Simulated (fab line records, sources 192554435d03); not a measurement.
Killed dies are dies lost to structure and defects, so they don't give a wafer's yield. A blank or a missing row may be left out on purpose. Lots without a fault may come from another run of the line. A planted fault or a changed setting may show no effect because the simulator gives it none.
fab line records | flow n5_finfet
record lots=8 wafers=24 last_day=20
route steps=1938 shown BEOL_M1@824 BEOL_M2@856 BEOL_M4@1111 PASSIVATION@1936
lots that met no fault: from a run of the same line without faults
start_h: hours from the record's first day to the start of the lot's first wafer shown | wait_h: hours since the lot's step before | " the same as in the row above | L1.1+2: a row that stands for several wafers | - no value, or no start given | * or withheld: withheld | < > ~ a bound
route shown NAME@n: a module of which the file shows steps, and the number in the route of the first | usual: mean/standard deviation of fault-free wafers | same: alike in all rows | chamber/n: place in a boat | sites: the reading at each site | _std_site: their standard deviation | _edge_site: outer sites' mean less inner sites' | radius_mm: how far each site lies from the wafer's centre | mask NAME#n: copy n | behind: the tool/chamber that last shaped the wafer | hold: why the lot was held/for how many hours/how that ended | device: the transistor (n, p or np) that didn't switch | end of line: the same wafers' tests at the end of the route | a step without rows: its recipe alone | killed: dies lost to structure and defects at the first sort, not the wafer's yield | map: a wafer's dies, x killed, . not, _ none there
set.NAME: the setting as run; set.NAME@STEP: as run at that earlier step | model.NAME: the simulator's own value behind a step, which no gauge read
steps of the route over a sample of lots; a table a step, a row a wafer
services: from which hour (start_h, from the record's first day; less than 0 if before it) a tool's chamber was out of use, for how many hours, and why
## steps
# step N5_BEOL_M1_SPUTTER_90
# recipe material=Cu target_thk_a=45 temp_c=-20 chamber_pressure_pa=0.07 power_w=withheld time_s=8.29
# usual throttle_valve_pct=30.3/1.5
# columns lot.wafer tool chamber start_h wait_h throttle_valve_pct
L573.2 pvd_sputter-03 - 140.79 0.1 31.0
L573.3 " - " " 29.9
L573.5 " - " " 29.7
L576.3 pvd_sputter-02 - 167.73 0.1 29.3
L576.5 " - " " 32.1
L576.6 " - " " 29.5
L577.3 pvd_sputter-03 - 169.42 0.1 29.1
L577.4 " - " " 32.4
L577.6 " - " " 29.5
L580.2 pvd_sputter-01 - 186.49 0.1 28.0
L580.5 " - " " 29.6
L580.6 " - " " 32.9
L586.1 pvd_sputter-01 - 241.38 0.1 29.5
L586.2 " - " " 29.3
L586.6 " - " " 29.6
L591.2 pvd_sputter-02 - 256.95 0.1 29.2
L591.3 " - " " 29.1
L591.5 " - " " 29.1
L593.1 pvd_sputter-03 - 276.79 0.1 31.0
L593.4 " - " " 29.3
L593.6 " - " " 32.7
L594.1 pvd_sputter-03 - 283.28 0.1 29.4
L594.4 " - " " 31.4
L594.6 " - " " 29.4
# step N5_BEOL_M1_ANNEAL_51
# recipe temp_c=225 time_s=90 ambient=N2
# usual anneal_temp_c=224.98/0.17 wafer_temp_C_max=226.0/0.39
# columns lot.wafer tool chamber start_h wait_h anneal_temp_c wafer_temp_C_max
L573.2 rtp_anneal-01 0 141.69 0.1 225.12 225.8
L573.3 " 0 " " 224.92 225.7
L573.5 " 0 " " 224.75 225.7
L576.3 rtp_anneal-02 0 168.68 0.1 224.83 225.9
L576.5 " 0 " " 224.99 226.1
L576.6 " 0 " " 225.00 226.4
L577.3 rtp_anneal-02 0 170.39 0.2 224.85 226.3
L577.4 " 0 " " 224.88 226.7
L577.6 " 0 " " 225.12 225.8
L580.2 rtp_anneal-01 0 187.39 0.1 224.96 225.2
L580.5 " 0 " " 225.08 225.5
L580.6 " 0 " " 224.89 225.5
L586.1 rtp_anneal-02 0 242.24 0.1 225.05 226.1
L586.2 " 0 " " 225.05 226.3
L586.6 " 0 " " 224.75 226.4
L591.2 rtp_anneal-02 0 257.88 0.1 224.88 226.2
L591.3 " 0 " " 225.02 226.4
L591.5 " 0 " " 224.89 226.5
L593.1 rtp_anneal-02 0 282.20 0.1 225.21 226.0
L593.4 " 0 " " 225.31 226.0
L593.6 " 0 " " 225.20 226.2
L594.1 rtp_anneal-01 0 284.14 0.1 225.13 225.4
L594.4 " 0 " " 225.13 225.6
L594.6 " 0 " " 224.88 225.6
# step N5_BEOL_M1_CMP_52
# recipe stop_on=SiOC t_overpolish_s=6.8 down_force_psi=1 platen_rpm=50 clearing_platen_down_force_psi=1.5 clearing_platen_rpm=50 post_cmp_clean=cu_alkaline target_thk_nm=40 clearing_platen_pad_velocity_m_s=0.99484 pad_velocity_m_s=0.99484
# usual barrier_field_endpoint_s=24.7/0.63 motor_current_A=6.0/0.47 overpolish_run_s=6.802/0.0097 slurry_filter_dp_kPa=13.51/0.14 slurry_flow_ml_min=150.0/0.4 time_to_endpoint_s=62.4/2.4
# columns lot.wafer tool chamber start_h wait_h barrier_field_endpoint_s motor_current_A overpolish_run_s slurry_filter_dp_kPa slurry_flow_ml_min time_to_endpoint_s
L573.2 cmp-04 2 141.94 0.2 23.9 6.2 6.799 13.43 149.9 65.4
L573.3 " 1 " " 23.3 5.8 6.799 13.50 150.7 60.5
L573.5 " 3 " " 24.5 6.9 6.795 13.51 149.8 63.6
L576.3 cmp-04 1 168.92 0.2 24.4 5.8 6.811 13.40 149.5 62.4
L576.5 " 0 " " 24.5 6.0 6.816 13.25 150.7 61.8
L576.6 " 1 " " 24.0 5.6 6.794 13.50 149.9 63.1
L577.4 cmp-04 1 170.60 0.1 25.0 5.7 6.785 13.57 150.1 62.3
L577.3 " 0 " " 25.3 5.8 6.821 13.30 150.2 64.0
L577.6 " 1 " " 24.6 5.9 6.798 13.53 150.1 60.5
L580.2 cmp-04 1 187.72 0.3 25.6 6.1 6.813 13.51 149.8 64.7
L580.5 " 3 " " 25.8 6.9 6.793 13.41 149.8 67.9
L580.6 " 0 " " 25.4 6.0 6.796 13.55 149.6 66.2
L586.2 cmp-04 0 242.57 0.2 24.6 5.8 6.795 13.32 150.3 59.3
L586.1 " 1 " " 24.6 5.8 6.818 13.64 150.0 59.9
L586.6 " 3 " " 24.0 7.1 6.796 13.73 149.3 59.0
L591.2 cmp-04 3 258.17 0.2 24.4 6.8 6.784 13.79 150.0 62.4
L591.3 " 0 " " 24.8 6.4 6.802 13.45 149.2 65.4
L591.5 " 2 " " 25.5 6.3 6.809 13.25 149.7 67.3
L593.4 cmp-04 3 282.57 0.2 24.2 6.5 6.793 13.48 150.8 64.0
L593.1 " 0 " " 23.7 5.7 6.793 13.55 149.8 60.3
L593.6 " 1 " " 24.2 5.8 6.784 13.72 150.1 60.7
L594.1 cmp-04 3 284.44 0.3 22.9 6.7 6.783 13.48 149.6 58.5
L594.4 " 1 " " 24.2 6.0 6.815 13.30 150.2 61.5
L594.6 " 0 " " 24.2 5.6 6.805 13.57 150.4 60.6
# step N5_BEOL_M1_CO_CAP_55
# recipe material=Co target_thk_a=20 temp_c=200 precursor=CCTBA/H2 pressure_torr=30 time_s=102.1
# usual heater_power_w=238/22
# columns lot.wafer tool chamber start_h wait_h heater_power_w
L573.2 cvd_co-01 1 142.31 0.0 253
L573.3 " 2 " " 210
L573.5 " 0 " " 215
L576.3 cvd_co-01 1 169.25 0.0 248
L576.5 " 0 " " 225
L576.6 " 2 " " 218
L577.3 cvd_co-01 1 170.99 0.0 247
L577.4 " 1 " " 252
L577.6 " 2 " " 218
L580.2 cvd_co-01 0 188.01 0.0 218
L580.5 " 1 " " 256
L580.6 " 0 " " 216
L586.1 cvd_co-01 2 242.91 0.0 213
L586.2 " 0 " " 224
L586.6 " 1 " " 246
L591.2 cvd_co-02 1 258.50 0.0 249
L591.3 " 2 " " 237
L591.5 " 1 " " 241
L593.1 cvd_co-01 2 282.87 0.0 215
L593.4 " 0 " " 217
L593.6 " 1 " " 252
L594.1 cvd_co-02 0 284.82 0.0 288
L594.4 " 2 " " 238
L594.6 " 0 " " 288
# step N5_BEOL_M1_INSPECT_59
# recipe inspect_instrument=darkfield mode=post_dep
# usual raw_defect_count=78/24
# columns lot.wafer tool chamber start_h wait_h raw_defect_count
L573.2 defect_inspect-02 - 142.52 0.0 115
L573.3 " - " " 114
L573.5 " - " " 108
L576.3 defect_inspect-01 - 169.48 0.0 67
L576.5 " - " " 364
L576.6 " - " " 64
L577.3 defect_inspect-01 - 171.20 0.0 412
L577.4 " - " " 76
L577.6 " - " " 38
L580.2 defect_inspect-02 - 188.22 0.0 67
L580.5 " - " " 72
L580.6 " - " " 372
L586.1 defect_inspect-01 - 243.11 0.0 76
L586.2 " - " " 60
L586.6 " - " " 56
L591.2 defect_inspect-02 - 258.71 0.0 57
L591.3 " - " " 70
L591.5 " - " " 72
L593.1 defect_inspect-01 - 283.08 0.0 54
L593.4 " - " " 43
L593.6 " - " " 94
L594.1 defect_inspect-02 - 285.06 0.0 42
L594.4 " - " " 69
L594.6 " - " " 65
# step N5_BEOL_M2_INSPECT_13
# recipe mode=adi inspect_instrument=brightfield
# usual raw_defect_count=391/93
# columns lot.wafer tool chamber start_h wait_h raw_defect_count
L573.2 defect_inspect-02 - 144.04 0.0 352
L573.3 " - " " 364
L573.5 " - " " 416
L576.3 defect_inspect-01 - 170.77 0.0 313
L576.5 " - " " 605
L576.6 " - " " 322
L577.3 defect_inspect-01 - 173.41 0.0 718
L577.4 " - " " 342
L577.6 " - " " 336
L580.2 defect_inspect-01 - 190.46 0.0 412
L580.5 " - " " 320
L580.6 " - " " 665
L586.1 defect_inspect-02 - 244.10 0.1 408
L586.2 " - " " 473
L586.6 " - " " 444
L591.2 defect_inspect-02 - 259.50 0.0 340
L591.3 " - " " 414
L591.5 " - " " 421
L593.1 defect_inspect-01 - 284.35 0.1 225
L593.4 " - " " 243
L593.6 " - " " 356
L594.1 defect_inspect-01 - 287.25 0.1 328
L594.4 " - " " 231
L594.6 " - " " 344
# step N5_BEOL_M2_INSPECT_30
# recipe mode=adi inspect_instrument=brightfield
# usual raw_defect_count=392/92
# columns lot.wafer tool chamber start_h wait_h raw_defect_count
L573.2 defect_inspect-02 - 145.16 0.0 380
L573.3 " - " " 369
L573.5 " - " " 420
L576.3 defect_inspect-01 - 172.30 0.2 314
L576.5 " - " " 600
L576.6 " - " " 340
L577.3 defect_inspect-02 - 174.47 0.0 769
L577.4 " - " " 375
L577.6 " - " " 392
L580.2 defect_inspect-01 - 191.34 0.0 388
L580.5 " - " " 345
L580.6 " - " " 661
L586.1 defect_inspect-01 - 244.98 0.1 385
L586.2 " - " " 424
L586.6 " - " " 388
L591.2 defect_inspect-02 - 260.38 0.0 361
L591.3 " - " " 401
L591.5 " - " " 422
L593.1 defect_inspect-02 - 285.72 0.1 258
L593.4 " - " " 280
L593.6 " - " " 401
L594.1 defect_inspect-02 - 288.13 0.1 397
L594.4 " - " " 295
L594.6 " - " " 427
# step N5_BEOL_M4_RC_MEAS_101
# usual DIBL_N=36.3/1.2 DIBL_P=36.3/1.4 IOFF_N=0.160/0.02 IOFF_P=0.210/0.025 ION_N=675/9.5 ION_P=462/7 SS_N=71.5/0.53 SS_P=73.4/0.55 VT_N=249.5/2.6 VT_P=-250.1/2.9
# columns lot.wafer tool chamber start_h wait_h DIBL_N[mV/V] DIBL_P[mV/V] IOFF_N[nA/um] IOFF_P[nA/um] ION_N[uA/um] ION_P[uA/um] SS_N[mV/dec] SS_P[mV/dec] VT_N[mV] VT_P[mV]
L573.2 prober-02 0 210.61 0.2 36.3 34.9 0.153 0.215 677 470 71.7 73.4 250.1 -252.6
L573.3 " 0 " " 34.5 32.6 0.122 0.183 668 466 70.6 73.0 249.7 -251.5
L573.5 " 0 " " 35.9 34.7 0.137 0.208 664 461 70.9 74.0 249.9 -249.6
L576.3 prober-02 0 218.33 0.3 36.7 37.4 0.178 0.258 679 466 71.6 74.1 245.1 -243.4
L576.5 " 0 " " 36.0 36.1 0.155 0.236 667 460 71.6 73.8 250.2 -246.4
L576.6 " 0 " " 35.7 35.6 0.147 0.217 668 460 71.5 73.6 247.7 -246.2
L577.3 prober-01 0 221.34 0.3 37.9 36.3 0.179 0.211 692 467 71.9 73.8 249.8 -250.3
L577.4 " 0 " " 37.2 37.1 0.172 0.231 684 469 71.8 73.4 250.0 -247.6
L577.6 " 0 " " 36.4 35.5 0.152 0.203 677 462 72.2 73.8 251.3 -250.0
L580.2 prober-02 0 247.90 0.2 36.4 35.8 0.157 0.224 671 462 71.4 72.4 251.7 -247.5
L580.5 " 0 " " 34.4 34.2 0.134 0.198 666 465 70.9 72.1 250.7 -250.9
L580.6 " 0 " " 34.4 33.7 0.129 0.191 661 461 71.1 72.8 250.5 -251.9
L586.1 prober-01 0 317.22 0.0 36.4 36.7 0.158 0.191 683 464 72.2 73.5 251.5 -252.5
L586.2 " 0 " " 35.2 36.0 0.150 0.186 678 459 72.1 72.6 249.7 -253.6
L586.6 " 0 " " 37.0 38.2 0.183 0.222 688 469 72.0 74.2 247.0 -250.8
L591.2 prober-01 0 334.53 0.2 35.8 36.4 0.172 0.200 682 461 70.8 73.0 246.2 -253.4
L591.3 " 0 " " 35.5 34.8 0.154 0.179 676 458 71.4 73.1 247.9 -254.3
L591.5 " 0 " " 34.8 34.7 0.147 0.184 677 464 70.5 72.1 250.8 -251.8
L594.1 prober-01 0 356.00 0.0 33.8 35.9 0.157 0.187 675 459 70.8 73.3 248.4 -252.7
L594.4 " 0 " " 35.6 36.3 0.190 0.194 668 452 71.2 73.7 248.9 -254.3
L594.6 " 0 " " 36.2 37.2 0.183 0.204 668 452 71.7 74.0 250.5 -252.4
L593.1 prober-02 0 363.29 0.0 35.3 36.4 0.154 0.208 679 472 71.6 72.7 247.8 -249.9
L593.4 " 0 " " 34.8 34.8 0.143 0.183 683 466 70.8 72.7 248.7 -250.5
L593.6 " 0 " " 34.6 35.8 0.151 0.206 691 466 71.3 72.1 250.1 -247.9
# step N5_PASSIVATION_PROBE_49
# usual defect_limited_yield=90.9/1.3 killed_at_M0_to_M3=36/11 killed_at_M4_up=13/5.1 killed_at_contacts=14/4.9 killed_at_front_end=41/10 killed_at_other=3.4/2.6 killed_dies=107/16 killed_on_rim=14/4 killed_open=70/11 killed_short=36/7.8 sort_bin_5_function=5.4/0.84 sort_bin_6_memory=3.4/0.67 sort_n_pass=1073/16 sort_yield_pct=90.9/1.3
# same gross_dies=1180 killed_at_back_side=0 sort_bin_4_leakage[%]=0 sort_bin_8_speed[%]=0
# columns lot.wafer tool chamber start_h wait_h defect_limited_yield[%] killed_at_M0_to_M3 killed_at_M4_up killed_at_contacts killed_at_front_end killed_at_other killed_dies killed_on_rim killed_open killed_short sort_bin_5_function[%] sort_bin_6_memory[%] sort_n_pass sort_yield_pct[%]
L576.3 prober-02 - 334.78 0.1 90.8 55 11 12 30 0 108 11 79 29 5.5 3.2 1072 90.8
L576.5 prober-02 - 334.88 0.2 71.9 270 9 15 36 1 331 50 70 19 16.5 10.3 849 71.9
L576.6 prober-02 - 334.93 0.3 91.9 29 16 23 26 1 95 12 60 35 5.7 2.1 1085 91.9
L577.3 prober-02 - 347.58 0.1 70.1 282 7 11 51 2 353 48 70 35 17.1 11.1 827 70.1
L577.4 prober-02 - 347.63 0.2 90.4 40 7 11 53 2 113 11 63 49 5.9 3.1 1067 90.4
L577.6 prober-02 - 347.73 0.3 91.9 38 8 14 36 0 96 10 60 36 5.3 2.6 1084 91.9
L580.2 prober-01 - 363.81 0.1 90.4 23 20 13 53 4 113 17 63 46 6.2 3.1 1067 90.4
L580.5 prober-01 - 363.96 0.2 91.6 27 14 14 42 2 99 16 66 32 5.1 3.1 1081 91.6
L580.6 prober-01 - 364.01 0.3 72.1 269 5 9 44 2 329 41 52 29 16.7 9.3 851 72.1
L586.1 prober-02 - 423.74 0.0 93.6 21 12 7 35 1 76 12 50 26 4.2 2.2 1104 93.6
L586.2 prober-02 - 423.79 0.1 89.4 41 25 24 30 5 125 11 80 43 6.4 3.6 1055 89.4
L586.6 prober-02 - 423.99 0.3 90.4 44 24 12 24 9 113 15 65 42 5.3 3.3 1067 90.4
# killed by level:class
L576.3 BEOL_M0_SAQP:geometric_particle:open=21 BEOL_M0_SAQP:geometric_particle:short=13 STI_FIN_REVEAL:geometric_particle:open=12 MOL_CONTACT_COAG:geometric_particle:open=12 BEOL_M3:geometric_particle:open=8 BEOL_M2:geometric_particle:open=6 BEOL_M3:geometric_particle:short=4 FIN_SAQP:geometric_particle:open=3
L576.5 BEOL_M1:unspecified=241 MOL_CONTACT_COAG:geometric_particle:open=13 FIN_SAQP:geometric_particle:open=10 STI_FIN_REVEAL:geometric_particle:open=10 BEOL_M3:geometric_particle:open=8 BEOL_M0_SAQP:geometric_particle:open=5 BEOL_M2:geometric_particle:open=5 STI_FIN_REVEAL:geometric_particle:short=4
L576.6 MOL_CONTACT_COAG:geometric_particle:open=17 STI_FIN_REVEAL:geometric_particle:open=12 BEOL_M0_SAQP:geometric_particle:short=8 MOL_CONTACT_COAG:geometric_particle:short=6 BEOL_M3:geometric_particle:open=6 BEOL_M0_SAQP:geometric_particle:open=5 BEOL_M4:geometric_particle:open=5 STI_FIN_REVEAL:geometric_particle:short=3
L577.3 BEOL_M1:unspecified=246 STI_FIN_REVEAL:geometric_particle:open=19 BEOL_M0_SAQP:geometric_particle:open=12 FIN_SAQP:geometric_particle:short=10 BEOL_M0_SAQP:geometric_particle:short=10 MOL_CONTACT_COAG:geometric_particle:open=9 BEOL_M2:geometric_particle:open=6 FIN_SAQP:geometric_particle:open=4
L577.4 STI_FIN_REVEAL:geometric_particle:open=14 FIN_SAQP:geometric_particle:short=12 BEOL_M0_SAQP:geometric_particle:short=9 MOL_CONTACT_COAG:geometric_particle:open=7 BEOL_M2:geometric_particle:open=7 GATE_CUT:geometric_particle:open=6 BEOL_M0_SAQP:geometric_particle:open=6 ILD0:geometric_particle:short=5
L577.6 BEOL_M2:geometric_particle:open=15 STI_FIN_REVEAL:geometric_particle:open=12 MOL_CONTACT_COAG:geometric_particle:open=8 BEOL_M0_SAQP:geometric_particle:open=7 MOL_CONTACT_COAG:geometric_particle:short=6 BEOL_M0_SAQP:geometric_particle:short=6 FIN_SAQP:geometric_particle:short=4 DUMMY_GATE:geometric_particle:open=4
L580.2 STI_FIN_REVEAL:geometric_particle:open=21 MOL_CONTACT_COAG:geometric_particle:open=10 BEOL_M4:geometric_particle:open=10 BEOL_M2:geometric_particle:short=7 FIN_SAQP:geometric_particle:short=6 GATE_CUT:geometric_particle:short=6 STI_FIN_REVEAL:geometric_particle:short=5 BEOL_M3:geometric_particle:open=5
L580.5 BEOL_M3:geometric_particle:open=12 MOL_CONTACT_COAG:geometric_particle:open=10 FIN_SAQP:geometric_particle:open=8 FIN_SAQP:geometric_particle:short=8 DUMMY_GATE:geometric_particle:open=6 BEOL_M4:geometric_particle:open=6 STI_FIN_REVEAL:geometric_particle:open=4 GATE_CUT:geometric_particle:short=4
L580.6 BEOL_M1:unspecified=247 FIN_SAQP:geometric_particle:open=11 STI_FIN_REVEAL:geometric_particle:open=9 BEOL_M3:geometric_particle:short=9 MOL_CONTACT_COAG:geometric_particle:open=8 FIN_SAQP:geometric_particle:short=4 BEOL_M3:geometric_particle:open=4 STI_FIN_REVEAL:geometric_particle:short=3
L586.1 STI_FIN_REVEAL:geometric_particle:open=11 BEOL_M0_SAQP:geometric_particle:open=7 FIN_SAQP:geometric_particle:open=5 MOL_CONTACT_COAG:geometric_particle:open=5 BEOL_M0_SAQP:geometric_particle:short=5 BEOL_M1:geometric_particle:open=4 GATE_CUT:geometric_particle:short=3 BEOL_M4:geometric_particle:short=3
L586.2 MOL_CONTACT_COAG:geometric_particle:open=21 BEOL_M0_SAQP:geometric_particle:short=15 BEOL_M0_SAQP:geometric_particle:open=10 STI_FIN_REVEAL:geometric_particle:open=8 BEOL_M4:geometric_particle:open=6 BEOL_M1:geometric_particle:open=5 BEOL_M2:geometric_particle:open=5 FIN_SAQP:geometric_particle:short=4
L586.6 BEOL_M0_SAQP:geometric_particle:short=13 BEOL_M0_SAQP:geometric_particle:open=13 BEOL_M2:geometric_particle:open=8 BEOL_M5:geometric_particle:open=8 MOL_CONTACT_COAG:geometric_particle:open=7 BEOL_M5:geometric_particle:short=6 MOL_CONTACT_COAG:geometric_particle:short=5 HKMG_FIN:area_etch=5
## services
# columns tool chamber start_h hours kind
cvd_co-02 - 120.87 1.0 repair
cvd_co-02 - 123.05 3.6 repair
cmp-04 - 129.63 10.0 pm
cmp-04 - 245.63 0.6 repair
rtp_anneal-01 - 258.67 1.0 pm
cvd_co-01 0 258.76 11.8 repair
cmp-04 - 264.61 6.3 pm
cmp-04 - 273.00 2.2 repair
## key
first_sign step=N5_BEOL_M1_INSPECT_59 reading=raw_defect_count direction=up sigmas=13 usual=78 struck=383
effect step=N5_BEOL_M2_INSPECT_13 reading=raw_defect_count direction=up sigmas=2.9 usual=391 struck=663
effect step=N5_BEOL_M2_INSPECT_30 reading=raw_defect_count direction=up sigmas=3.1 usual=392 struck=677
effect step=N5_PASSIVATION_PROBE_49 reading=killed_at_M0_to_M3 direction=up sigmas=21 usual=36 struck=274
more_kills_born_at N5_BEOL_M1_CMP_52@cmp-04=734
met_at N5_BEOL_M1_CMP_52
struck_lots L576,L577,L580
struck_wafers L576.5,L577.3,L580.6
not_acting_at N5_BEOL_M1_SPUTTER_90,N5_BEOL_M1_ANNEAL_51,N5_BEOL_M1_CO_CAP_55
fault kind=chamber_particle_source tool=cmp-04 chamber=0 onset_h=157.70 steps=N5_BEOL_M1_CMP_52 rate_per_visit_cm2=0.4516 end_h=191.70
